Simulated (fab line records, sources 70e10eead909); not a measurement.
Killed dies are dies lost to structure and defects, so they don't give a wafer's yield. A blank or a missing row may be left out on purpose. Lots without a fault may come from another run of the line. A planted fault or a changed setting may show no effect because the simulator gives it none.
Chamber matching | flow nand_harc | NHARC_P_M0_PRE_CLEAN_31 on pecvd-01: 3 sister chambers
The step time 12 s. 6 wafers are shown with their chamber, then 12 later ones without.

WAFERS WITH THEIR CHAMBER
wafer  | chamber | heater_power_w (W) | rf_fwd_power_W (W)
L085.1 | 2       | 640                | 291.5
L085.2 | 0       | 638                | 292.8
L085.3 | 1       | 614                | 293.1
L085.4 | 1       | 626                | 292.6
L085.5 | 2       | 641                | 291.7
L085.6 | 0       | 654                | 293.0

WAFERS WITHOUT THEIR CHAMBER
wafer  | heater_power_w (W) | rf_fwd_power_W (W)
L087.3 | 685                | 291.8
L087.4 | 670                | 292.7
L087.6 | 588                | 291.7
L089.1 | 542                | 293.2
L089.4 | 555                | 291.6
L089.6 | 554                | 291.8
L095.2 | 609                | 291.3
L095.3 | 652                | 293.3
L095.6 | 540                | 293.1
L097.2 | 602                | 292.3
L097.4 | 593                | 293.1
L097.5 | 599                | 292.3

WHICH CHAMBER EACH WENT THROUGH
wafer  | from the rows above     | in truth
L087.3 | can't be placed: 2 or 0 | 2
L087.4 | 0                       | 0
L087.6 | can't be placed: 1 or 2 | 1
L089.1 | 1                       | 1
L089.4 | can't be placed: 1 or 2 | 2
L089.6 | can't be placed: 1 or 2 | 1
L095.2 | 2                       | 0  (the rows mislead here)
L095.3 | 0                       | 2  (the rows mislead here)
L095.6 | 1                       | 1
L097.2 | 1                       | 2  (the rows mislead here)
L097.4 | 1                       | 1
L097.5 | 1                       | 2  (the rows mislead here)
Placed correctly: 4 of 12. Can't be placed from these rows: 4 (the true chamber is among the candidates in 4). Placed wrongly: 4.
How it was worked out, from the rows above alone: a wafer's distance from a chamber is the root of the sum, over the readings, of the square of ((its reading less the chamber's mean) divided by the reading's scatter). The wafer belongs to the nearest chamber; if the next one is less than 2 further off, it can't be placed. A chamber's mean is the mean of its shown wafers. The scatter: the root of (the sum of the squares of (reading less its chamber's mean) over the shown wafers, divided by (wafers less chambers)).
